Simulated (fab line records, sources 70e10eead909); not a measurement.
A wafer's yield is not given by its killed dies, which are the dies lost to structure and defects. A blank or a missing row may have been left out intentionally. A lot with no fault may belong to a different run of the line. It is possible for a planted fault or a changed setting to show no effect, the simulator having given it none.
fab line records | flow nandHarc
record lots=5 | wafers=13 | lastDay=28
route steps=1302 shown A_CONTACT@1081
lots untouched by any fault: they come from a run of this same line in which no faults occurred
startH: the number of hours between the record's first day and the start of the first shown wafer of the lot | waitH: hours elapsed since this lot's preceding step | " the same as in the row above | L1.1+2: one row covering several wafers at once | - value missing, or start not given | * or withheld: withheld | < > ~ a bound
route shown NAME@n: a module of which the file shows steps, and the number in the route of the first | usual: mean/standard deviation of fault-free wafers | same: alike in all rows | chamber/n: place in a boat | sites: each site's reading | _std_site: the values' standard deviation | _edge_site: the outer-site mean with the inner-site mean subtracted | radiusMm: how far each site lies from the wafer's centre | mask NAME#n: copy n | behind: the most recent tool/chamber to have shaped the wafer | hold: why the lot was held/for how many hours/how that ended | device: the n, p or np transistor that did not switch | end of line: tests run on the same wafers once the route is complete | a step given without rows: its recipe and nothing more | killed: dies that structure and defects cost at the first sort, which is not the same as the wafer's yield | map: dies across one wafer; x = killed, . = not, _ = none there
set.NAME: the setting as run; set.NAME@STEP: as run at that earlier step | model.NAME: the simulator's own value behind a step, which no gauge read
lots at selected steps of the route; one table per step, one row per wafer
services: the hour from which a tool's chamber was out of use, counted from the record's first day as startH (under 0 if before that day), plus the number of hours and why
## steps
# step NHARC_A_CONTACT_DESCUM_13
# recipe timeS=3 | o2FlowSccm=200 | arFlowSccm=0 | biasPowerW=0 | chemistry=O2
# usual drypumpMotorCurrentA=5.78/0.24 | oesProductAu=1.002/0.0093 | rfVppV=58.0/0.97 | showerheadPlenumPTorr=1.96/0.091 | throttleValvePct=11.311/0.0099
lot.wafer | tool       | chamber | startH | waitH | drypumpMotorCurrentA | oesProductAu | rfHoursCounterH | rfVppV | showerheadPlenumPTorr | throttleValvePct
L584.1    | rieDiel-05 | 3       | 522.03 | 0.1   | 5.82                 | 0.986        | 29              | 58.4   | 1.96                  | 11.303
L584.4    | "          | 0       | "      | "     | 5.78                 | 1.016        | 35              | 57.6   | 1.79                  | 11.319
L584.5    | "          | 1       | "      | "     | 6.03                 | 1.001        | -               | 57.6   | 1.80                  | 11.313
L594.1    | rieDiel-04 | 1       | 597.04 | 0.5   | 5.52                 | 1.009        | 8               | 57.6   | 2.01                  | 11.297
L594.4    | "          | 2       | "      | "     | 5.63                 | 1.000        | 8               | 58.4   | 2.03                  | 11.320
L594.2    | "          | 3       | "      | "     | 5.93                 | 0.986        | 8               | 58.1   | 1.88                  | 11.310
L591.1    | rieDiel-05 | 2       | 605.04 | 0.1   | 6.10                 | 0.999        | 5               | 58.0   | 2.03                  | 11.278
L592.3    | rieDiel-02 | 1       | 606.92 | 0.1   | 5.91                 | 1.009        | 11              | 56.4   | 1.84                  | 11.302
L592.2    | "          | 2       | "      | "     | 5.11                 | 1.004        | 11              | 58.6   | 2.07                  | 11.320
L592.6    | "          | 0       | "      | "     | 6.25                 | 1.002        | -               | 57.1   | 1.78                  | 11.301
L593.4    | rieDiel-02 | 3       | 610.06 | 0.1   | 5.92                 | 1.006        | 12              | 58.4   | 2.04                  | 11.309
L593.2    | "          | 1       | "      | "     | 5.94                 | 1.010        | 11              | 58.2   | 1.84                  | 11.311
L593.5    | "          | 0       | "      | "     | 6.23                 | 1.014        | -               | 56.6   | 1.78                  | 11.327
# step NHARC_A_CONTACT_ETCH_88
# recipe targetDepthA=390 | overEtchFrac=0.3 | timeS=65 | ionEnergyEv=80 | cf4FlowSccm=150 | arFlowSccm=0 | rfW=300 | biasW=100 | chemistry=CF4
# usual drypumpMotorCurrentA=5.78/0.24 | oesProductAu=1.001/0.0088 | rfVppV=151.8/1.3 | showerheadPlenumPTorr=1.81/0.076 | throttleValvePct=13.285/0.0099
lot.wafer | tool       | chamber | startH | waitH | drypumpMotorCurrentA | oesProductAu | rfHoursCounterH | rfVppV | showerheadPlenumPTorr | throttleValvePct
L584.4    | rieDiel-05 | 2       | 522.10 | 0.1   | 6.10                 | 1.001        | 19              | 151.7  | 1.87                  | 13.301
L584.1    | "          | 0       | "      | "     | 5.88                 | 1.019        | 35              | 150.9  | 1.66                  | 13.297
L584.5    | "          | 2       | "      | "     | 6.12                 | 1.004        | -               | 152.7  | 1.87                  | 13.276
L594.1    | rieDiel-04 | 1       | 597.12 | 0.1   | 5.49                 | 0.998        | 8               | 154.6  | 1.85                  | 13.273
L594.4    | "          | 2       | "      | "     | 5.63                 | 1.001        | 8               | 153.5  | 1.87                  | 13.289
L594.2    | "          | 0       | "      | "     | 5.78                 | 1.000        | 8               | 151.2  | 1.85                  | 13.269
L591.1    | rieDiel-05 | 2       | 605.10 | 0.1   | 6.15                 | 1.005        | 5               | 152.1  | 1.87                  | 13.287
L592.3    | rieDiel-02 | 3       | 607.14 | 0.2   | 5.94                 | 0.995        | 11              | 152.5  | 1.87                  | 13.294
L592.2    | "          | 0       | "      | "     | 6.20                 | 1.015        | 11              | 149.4  | 1.66                  | 13.269
L592.6    | "          | 0       | "      | "     | 6.20                 | 1.006        | -               | 149.0  | 1.66                  | 13.268
L593.4    | rieDiel-02 | 3       | 610.28 | 0.2   | 5.93                 | 0.996        | 12              | 154.0  | 1.87                  | 13.297
L593.2    | "          | 0       | "      | "     | 6.21                 | 1.005        | 12              | 149.4  | 1.66                  | 13.284
L593.5    | "          | 3       | "      | "     | 5.89                 | 0.996        | -               | 152.2  | 1.87                  | 13.282
# step NHARC_A_CONTACT_ETCH_89
# recipe targetDepthA=2600 | overEtchFrac=0.3 | timeS=475.3 | ionEnergyEv=200 | n2FlowSccm=150 | h2FlowSccm=150 | arFlowSccm=0 | rfW=400 | biasW=150 | chemistry=N2/H2
# step NHARC_A_CONTACT_ETCH_30
# recipe targetDepthA=726 | timeS=36.3 | cf4FlowSccm=100 | chf3FlowSccm=30 | arFlowSccm=0 | rfW=500 | biasW=200 | chemistry=CF4/CHF3
# step NHARC_A_CONTACT_ETCH_31
# recipe targetDepthA=28000 | overEtchFrac=0.3 | timeS=728 | ionEnergyEv=150 | o2FlowSccm=400 | cosFlowSccm=20 | arFlowSccm=0 | rfW=500 | biasW=300 | chemistry=O2/COS
# usual drypumpMotorCurrentA=5.77/0.24 | oesProductAu=1.000/0.0095 | rfVppV=315.2/2 | showerheadPlenumPTorr=3.19/0.13 | throttleValvePct=28.330/0.0094
lot.wafer | tool       | chamber | startH | waitH | drypumpMotorCurrentA | oesProductAu | rfHoursCounterH | rfVppV | showerheadPlenumPTorr | throttleValvePct
L584.1    | rieDiel-05 | 3       | -      | -     | 5.85                 | 0.981        | 30              | 315.0  | 3.19                  | 28.330
L584.4    | "          | 0       | "      | "     | 5.88                 | 1.012        | 35              | 312.3  | 2.93                  | 28.316
L584.5    | "          | 0       | "      | "     | 5.85                 | 1.008        | -               | 310.6  | 2.93                  | 28.322
L594.2    | rieDiel-04 | 0       | -      | -     | 5.80                 | 0.999        | 9               | 316.8  | 3.27                  | 28.326
L594.1    | "          | 2       | "      | "     | 5.61                 | 1.003        | 8               | 317.5  | 3.30                  | 28.340
L594.4    | "          | 2       | "      | "     | 5.62                 | 0.995        | -               | 316.3  | 3.30                  | 28.348
L591.1    | rieDiel-05 | 2       | -      | -     | 6.12                 | 0.997        | 5               | 318.0  | 3.30                  | 28.344
L592.2    | rieDiel-02 | 3       | -      | -     | 5.95                 | 1.003        | 12              | 316.7  | 3.31                  | 28.330
L592.3    | "          | 1       | "      | "     | 5.92                 | 1.016        | 11              | 314.5  | 3.01                  | 28.337
L592.6    | "          | 2       | "      | "     | 5.10                 | 1.000        | -               | 317.7  | 3.37                  | 28.335
L593.4    | rieDiel-02 | 1       | -      | -     | 5.95                 | 1.019        | 12              | 313.8  | 3.00                  | 28.340
L593.2    | "          | 0       | "      | "     | 6.26                 | 1.010        | 13              | 311.3  | 2.92                  | 28.366
L593.5    | "          | 1       | "      | "     | 5.94                 | 1.012        | -               | 313.5  | 3.01                  | 28.328
# step NHARC_A_CONTACT_ETCH_134
# recipe sourceW=withheld | pressureMtorr=20 | biasV=withheld | timeS=140 | targetDepthA=7000 | arFlowSccm=withheld | c4f8FlowSccm=withheld | o2FlowSccm=withheld | chemistry=C4F8/O2/Ar
# step NHARC_A_CONTACT_ETCH_135
# recipe sourceW=withheld | pressureMtorr=20 | biasV=1200 | timeS=311 | targetDepthA=19120 | arFlowSccm=withheld | c4f8FlowSccm=withheld | o2FlowSccm=withheld | chemistry=C4F8/O2/Ar
# step NHARC_A_CONTACT_ETCH_136
# recipe sourceW=withheld | pressureMtorr=20 | biasV=1200 | timeS=311 | targetDepthA=19120 | arFlowSccm=withheld | c4f8FlowSccm=withheld | o2FlowSccm=withheld | chemistry=C4F8/O2/Ar
# step NHARC_A_CONTACT_ETCH_137
# recipe sourceW=withheld | pressureMtorr=20 | biasV=1200 | timeS=311 | targetDepthA=19120 | arFlowSccm=withheld | c4f8FlowSccm=withheld | o2FlowSccm=withheld | chemistry=C4F8/O2/Ar
# step NHARC_A_CONTACT_ETCH_138
# recipe sourceW=withheld | pressureMtorr=20 | biasV=1200 | timeS=311 | targetDepthA=19140 | arFlowSccm=withheld | c4f8FlowSccm=withheld | o2FlowSccm=withheld | chemistry=C4F8/O2/Ar
# step NHARC_A_CONTACT_ETCH_139
# recipe sourceW=withheld | pressureMtorr=20 | biasV=400 | timeS=195 | targetDepthA=8400 | arFlowSccm=withheld | c4f8FlowSccm=11.5 | o2FlowSccm=7.2 | chemistry=C4F8/O2/Ar
lot.wafer | tool          | chamber | startH | waitH | rfHoursCounterH
L584.1    | harCapEtch-02 | 1       | 524.60 | 0.2   | 87
L584.4    | "             | 0       | "      | "     | -
L584.5    | "             | 0       | "      | "     | -
L594.1    | harCapEtch-03 | 0       | 599.74 | 0.2   | 62
L594.2    | "             | 1       | "      | "     | 62
L594.4    | "             | 1       | "      | "     | -
L591.1    | harCapEtch-03 | 0       | 607.47 | 0.2   | 63
L592.2    | harCapEtch-02 | 0       | 609.47 | 0.2   | 104
L592.3    | "             | 0       | "      | "     | -
L592.6    | "             | 1       | "      | "     | -
L593.2    | harCapEtch-03 | 1       | 614.08 | 0.2   | 64
L593.4    | "             | 0       | "      | "     | -
L593.5    | "             | 1       | "      | "     | -
# step NHARC_A_CONTACT_ETCH_92
# recipe targetDepthA=400 | overEtchFrac=0.5 | timeS=85.7 | ionEnergyEv=120 | ch3fFlowSccm=50 | o2FlowSccm=30 | arFlowSccm=200 | rfW=500 | biasW=100 | chemistry=CH3F/O2
# usual drypumpMotorCurrentA=5.77/0.28 | oesProductAu=0.938/0.027 | rfVppV=244.9/1.9 | showerheadPlenumPTorr=2.49/0.12 | throttleValvePct=20.663/0.0085
lot.wafer | tool       | chamber | startH | waitH | drypumpMotorCurrentA | oesProductAu | rfHoursCounterH | rfVppV | showerheadPlenumPTorr | throttleValvePct
L584.1    | rieDiel-04 | 1       | 525.16 | 0.5   | 5.52                 | 0.926        | 31              | 245.8  | 2.59                  | 20.663
L584.4    | "          | 0       | "      | "     | 5.80                 | 0.925        | 31              | 246.7  | 2.58                  | 20.666
L584.5    | "          | 1       | "      | "     | 5.51                 | 0.931        | -               | 245.7  | 2.59                  | 20.680
L594.1    | rieDiel-02 | 1       | 600.30 | 0.5   | 5.92                 | 0.936        | 8               | 244.7  | 2.37                  | 20.662
L594.4    | "          | 3       | "      | "     | 5.92                 | 0.920        | 10              | 245.7  | 2.61                  | 20.676
L594.2    | "          | 0       | "      | "     | 6.20                 | 0.931        | 9               | 241.2  | 2.30                  | 20.661
L591.1    | rieDiel-04 | 3       | 608.02 | 0.5   | 5.92                 | 0.914        | 12              | 243.6  | 2.41                  | 20.657
L592.2    | rieDiel-05 | 2       | 610.05 | 0.5   | 6.08                 | 1.003        | 6               | 246.4  | 2.60                  | 20.666
L592.3    | "          | 3       | "      | "     | 5.86                 | 1.009        | 8               | 245.2  | 2.50                  | 20.664
L592.6    | "          | 1       | "      | "     | 6.03                 | 1.012        | -               | 242.7  | 2.31                  | 20.665
L593.2    | rieDiel-05 | 1       | 614.64 | 0.5   | 6.04                 | 1.004        | 8               | 244.1  | 2.31                  | 20.665
L593.4    | "          | 2       | "      | "     | 6.10                 | 0.999        | 8               | 246.7  | 2.60                  | 20.661
L593.5    | "          | 1       | "      | "     | 6.03                 | 1.011        | -               | 243.2  | 2.31                  | 20.660
# step NHARC_A_CONTACT_ETCH_98
# recipe targetDepthA=200 | overEtchFrac=0.5 | timeS=10 | ionEnergyEv=250 | c4f6FlowSccm=25 | o2FlowSccm=20 | arFlowSccm=500 | rfW=600 | biasW=500 | chemistry=C4F6/O2
# usual drypumpMotorCurrentA=5.78/0.28 | oesProductAu=0.958/0.022 | rfVppV=548/3.8 | showerheadPlenumPTorr=3.98/0.19 | throttleValvePct=26.904/0.0093
lot.wafer | tool       | chamber | startH | waitH | drypumpMotorCurrentA | oesProductAu | rfHoursCounterH | rfVppV | showerheadPlenumPTorr | throttleValvePct
L584.1    | rieDiel-04 | 3       | 525.29 | -     | 5.95                 | 0.924        | 30              | 545    | 3.86                  | 26.912
L584.4    | "          | 2       | "      | "     | 5.63                 | 0.956        | 26              | 553    | 4.14                  | 26.895
L584.5    | "          | 0       | "      | "     | 5.80                 | 0.934        | -               | 552    | 4.10                  | 26.905
L594.4    | rieDiel-02 | 0       | 600.44 | -     | 6.23                 | 0.959        | 9               | 542    | 3.68                  | 26.908
L594.1    | "          | 1       | "      | "     | 5.90                 | 0.984        | 8               | 545    | 3.78                  | 26.903
L594.2    | "          | 2       | "      | "     | 5.10                 | 0.974        | 9               | 553    | 4.22                  | 26.901
L591.1    | rieDiel-04 | 0       | 608.15 | 0.1   | 5.80                 | 0.767        | 12              | 548    | 4.10                  | 26.913
L592.2    | rieDiel-05 | 1       | 610.16 | -     | 6.04                 | 0.999        | 6               | 542    | 3.70                  | 26.913
L592.3    | "          | 3       | "      | "     | 5.82                 | 1.009        | 8               | 548    | 3.99                  | 26.909
L592.6    | "          | 2       | "      | "     | 6.12                 | 1.015        | -               | 552    | 4.13                  | 26.889
L593.2    | rieDiel-05 | 2       | 614.77 | -     | 6.12                 | 0.998        | 8               | 551    | 4.13                  | 26.888
L593.4    | "          | 1       | "      | "     | 6.06                 | 0.999        | 8               | 543    | 3.70                  | 26.903
L593.5    | "          | 3       | "      | "     | 5.83                 | 1.009        | -               | 549    | 3.99                  | 26.901
# step NHARC_A_CONTACT_CD_MEAS_15
# usual cdNm=190.1/0.47
lot.wafer | tool     | chamber | startH | waitH | cdNm
L584.1    | cdSem-02 | -       | 525.38 | -     | 190.3
L584.4    | "        | -       | "      | "     | 190.0
L584.5    | "        | -       | "      | "     | 189.6
L594.1    | cdSem-01 | -       | 600.52 | -     | 190.3
L594.2    | "        | -       | "      | "     | 189.7
L594.4    | "        | -       | "      | "     | 190.2
L591.1    | cdSem-02 | -       | 608.23 | -     | 190.5
L592.2    | cdSem-01 | -       | 610.24 | -     | 190.3
L592.3    | "        | -       | "      | "     | 189.8
L592.6    | "        | -       | "      | "     | 189.9
L593.2    | cdSem-02 | -       | 614.86 | -     | 190.4
L593.4    | "        | -       | "      | "     | 190.3
L593.5    | "        | -       | "      | "     | 190.4
## services
tool       | chamber | startH | hours | kind
rieDiel-02 | 0       | 507.42 | -     | clean
rieDiel-02 | 1       | 507.42 | -     | clean
rieDiel-02 | 2       | 507.42 | -     | clean
rieDiel-02 | 3       | 507.42 | -     | clean
rieDiel-05 | 0       | 513.84 | -     | clean
rieDiel-05 | 1       | 513.84 | -     | clean
rieDiel-05 | 2       | 513.84 | -     | clean
rieDiel-05 | 3       | 513.84 | -     | clean
rieDiel-02 | 0       | 531.92 | -     | clean
rieDiel-02 | 1       | 531.92 | -     | clean
rieDiel-02 | 2       | 531.92 | -     | clean
rieDiel-02 | 3       | 531.92 | -     | clean
rieDiel-04 | -       | 532.41 | 9.0   | pm
rieDiel-05 | 0       | 538.38 | -     | clean
rieDiel-05 | 1       | 538.38 | -     | clean
rieDiel-05 | 2       | 538.38 | -     | clean
rieDiel-05 | 3       | 538.38 | -     | clean
rieDiel-02 | 0       | 556.42 | -     | clean
rieDiel-02 | 1       | 556.42 | -     | clean
rieDiel-02 | 2       | 556.42 | -     | clean
rieDiel-02 | 3       | 556.42 | -     | clean
rieDiel-05 | 0       | 562.88 | -     | clean
rieDiel-02 | -       | 577.30 | 9.0   | pm
rieDiel-05 | -       | 583.76 | 9.0   | pm
## key
firstSign step=NHARC_A_CONTACT_ETCH_98 | reading=oesProductAu | direction=down | sigmas=8.8 | usual=0.958 | struck=0.767
effect none on later readings
metAt NHARC_A_CONTACT_ETCH_98
struckWafers L591.1
sortLeftOut L591.1
testerLeftOut L591
onsetBetween 525.29 608.15
earlierFault kind=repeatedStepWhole | tool=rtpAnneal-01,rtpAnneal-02 | chamber=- | onsetH=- | steps=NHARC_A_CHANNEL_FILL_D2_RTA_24 | times=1 | scope=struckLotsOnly
fault kind=processParameterDrift | tool=rieDiel-04 | chamber=0 | onsetH=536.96 | steps=NHARC_A_CONTACT_ETCH_98 | channel=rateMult | offset=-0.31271 | shape=step
# testerLeftOut: of these lots the tester's yield and bins aren't shown, on N5 and GAA mostly nor the transistor test; their killed dies are dies lost to structure and defects alone, not to doping, threshold or leakage, so they don't give the yield
# sortLeftOut: the simulated sort isn't trusted on such a fault, so these wafers' sort isn't shown, and their yield isn't known
